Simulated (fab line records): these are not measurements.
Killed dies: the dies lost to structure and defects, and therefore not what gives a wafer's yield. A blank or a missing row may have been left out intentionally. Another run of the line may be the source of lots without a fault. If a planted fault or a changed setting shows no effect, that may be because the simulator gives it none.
The tool behind it: which one? || flow n5Finfet || Sampling: 12 lots, 36 wafers, 4 of 1938 route steps

== WHAT THE GAUGES READ, wafer by wafer ==
N5_BEOL_M0_SAQP_THK_MEAS_05.
{"lot": "L075", "measured": "day 5 13:27", "on": "filmMetro-01", "thkNm (nm)": "58.7 60.1 59.6"}
{"lot": "L077", "measured": "day 6 07:01", "on": "filmMetro-01", "thkNm (nm)": "61.5 61.1 61.9"}
{"lot": "L079", "measured": "day 6 21:07", "on": "filmMetro-01", "thkNm (nm)": "60.1 59.5 61.3"}
{"lot": "L081", "measured": "day 7 14:25", "on": "filmMetro-01", "thkNm (nm)": "59.9 60.8 61.9"}
{"lot": "L083", "measured": "day 7 18:38", "on": "filmMetro-01", "thkNm (nm)": "60.2 60.3 61.5"}
{"lot": "L085", "measured": "day 8 02:12", "on": "filmMetro-02", "thkNm (nm)": "60.0 60.0 59.6"}
{"lot": "L087", "measured": "day 8 15:08", "on": "filmMetro-02", "thkNm (nm)": "60.0 58.6 61.0"}
{"lot": "L089", "measured": "day 9 02:50", "on": "filmMetro-02", "thkNm (nm)": "61.1 60.9 61.0"}
{"lot": "L091", "measured": "day 9 13:29", "on": "filmMetro-02", "thkNm (nm)": "60.8 59.9 62.4"}
{"lot": "L093", "measured": "day 10 04:31", "on": "filmMetro-01", "thkNm (nm)": "57.6 59.5 59.3"}
{"lot": "L095", "measured": "day 10 19:22", "on": "filmMetro-01", "thkNm (nm)": "59.7 59.5 60.9"}
{"lot": "L097", "measured": "day 11 09:02", "on": "filmMetro-02", "thkNm (nm)": "59.8 60.3 61.0"}

== EACH LOT AND THE TOOL THAT RAN IT (in order: tool; ch and the chambers of the sampled wafers; start) ==
{"lot": "L075", "N5_MOL_CONTACT_COAG_ETCHBACK_134": "rieDiel-05 ch 0,2,3, day 5 08:11", "N5_MOL_CONTACT_COAG_VIA_ETCH_117": "rieDiel-05 ch 0,2,3, day 5 08:21", "N5_BEOL_M0_SAQP_PECVD_96": "pecvd-01 ch 2, day 5 13:12"}
{"lot": "L077", "N5_MOL_CONTACT_COAG_ETCHBACK_134": "rieDiel-01 ch 2,3, day 6 01:44", "N5_MOL_CONTACT_COAG_VIA_ETCH_117": "rieDiel-01 ch 2,3, day 6 01:54", "N5_BEOL_M0_SAQP_PECVD_96": "pecvd-04 ch 0,1, day 6 06:47"}
{"lot": "L079", "N5_MOL_CONTACT_COAG_ETCHBACK_134": "rieDiel-04 ch 1,2, day 6 15:37", "N5_MOL_CONTACT_COAG_VIA_ETCH_117": "rieDiel-04 ch 1,2, day 6 15:47", "N5_BEOL_M0_SAQP_PECVD_96": "pecvd-03 ch 0,1,2, day 6 20:56"}
{"lot": "L081", "N5_MOL_CONTACT_COAG_ETCHBACK_134": "rieDiel-05 ch 0,1,3, day 7 06:04", "N5_MOL_CONTACT_COAG_VIA_ETCH_117": "rieDiel-05 ch 0,1,3, day 7 06:13", "N5_BEOL_M0_SAQP_PECVD_96": "pecvd-01 ch 0,1, day 7 14:14"}
{"lot": "L083", "N5_MOL_CONTACT_COAG_ETCHBACK_134": "rieDiel-05 ch 0,2,3, day 7 12:25", "N5_MOL_CONTACT_COAG_VIA_ETCH_117": "rieDiel-05 ch 0,2,3, day 7 12:35", "N5_BEOL_M0_SAQP_PECVD_96": "pecvd-03 ch 1,2, day 7 18:27"}
{"lot": "L085", "N5_MOL_CONTACT_COAG_ETCHBACK_134": "rieDiel-01 ch 1,2,3, day 7 21:07", "N5_MOL_CONTACT_COAG_VIA_ETCH_117": "rieDiel-01 ch 1,2,3, day 7 21:17", "N5_BEOL_M0_SAQP_PECVD_96": "pecvd-04 ch 0,1,2, day 8 02:01"}
{"lot": "L087", "N5_MOL_CONTACT_COAG_ETCHBACK_134": "rieDiel-01 ch 0,1, day 8 10:03", "N5_MOL_CONTACT_COAG_VIA_ETCH_117": "rieDiel-01 ch 0,1, day 8 10:13", "N5_BEOL_M0_SAQP_PECVD_96": "pecvd-03 ch 0,1,2, day 8 14:57"}
{"lot": "L089", "N5_MOL_CONTACT_COAG_ETCHBACK_134": "rieDiel-01 ch 0,1, day 8 20:38", "N5_MOL_CONTACT_COAG_VIA_ETCH_117": "rieDiel-01 ch 0,1, day 8 20:48", "N5_BEOL_M0_SAQP_PECVD_96": "pecvd-04 ch 0,1,2, day 9 02:39"}
{"lot": "L091", "N5_MOL_CONTACT_COAG_ETCHBACK_134": "rieDiel-05 ch 1,2,3, day 9 08:23", "N5_MOL_CONTACT_COAG_VIA_ETCH_117": "rieDiel-05 ch 1,2,3, day 9 08:33", "N5_BEOL_M0_SAQP_PECVD_96": "pecvd-01 ch 0,1, day 9 13:18"}
{"lot": "L093", "N5_MOL_CONTACT_COAG_ETCHBACK_134": "rieDiel-01 ch 1,2,3, day 9 20:47", "N5_MOL_CONTACT_COAG_VIA_ETCH_117": "rieDiel-01 ch 1,2,3, day 9 20:56", "N5_BEOL_M0_SAQP_PECVD_96": "pecvd-03 ch 0,1, day 10 04:16"}
{"lot": "L095", "N5_MOL_CONTACT_COAG_ETCHBACK_134": "rieDiel-01 ch 0,2, day 10 11:36", "N5_MOL_CONTACT_COAG_VIA_ETCH_117": "rieDiel-01 ch 0,2, day 10 11:45", "N5_BEOL_M0_SAQP_PECVD_96": "pecvd-03 ch 0,1,2, day 10 19:11"}
{"lot": "L097", "N5_MOL_CONTACT_COAG_ETCHBACK_134": "rieDiel-05 ch 0,2,3, day 11 01:34", "N5_MOL_CONTACT_COAG_VIA_ETCH_117": "rieDiel-05 ch 0,2,3, day 11 01:43", "N5_BEOL_M0_SAQP_PECVD_96": "pecvd-03 ch 1,2, day 11 08:47"}
- N5_MOL_CONTACT_COAG_ETCHBACK_134: etches SiO2 in CHF3, target depth 10 nm, time 6.7 s.
- N5_MOL_CONTACT_COAG_VIA_ETCH_117: etches SiO2 in C4F6/O2, target depth 40 nm, overetch 8 nm, time 26 s.
- N5_BEOL_M0_SAQP_PECVD_96: deposits a-Si from SiH4/He, target thk 45 nm, time 45.2 s.

== THE ANSWER, worked out from the rows above alone ==
Rule: the lots themselves supply what counts as usual. Put in order of their means at a reading, lots are off if they are a third of the lots or fewer, leave a main group of 4 or more, and stand apart from it by a gap of 3 or more times the standard deviation of the main group's means; of several such gaps the widest counts. If all means in a main group match to the digits the tables above print for the reading, that group is not used. A lot without any number at a reading at which 4 lots or more have one is off too. Where the step has rows for the other lots, those lots are counted as sound.
Across all readings shown, no lot is off: no conclusion can be drawn from this.

== WHAT THE SIMULATOR PUT IN ==
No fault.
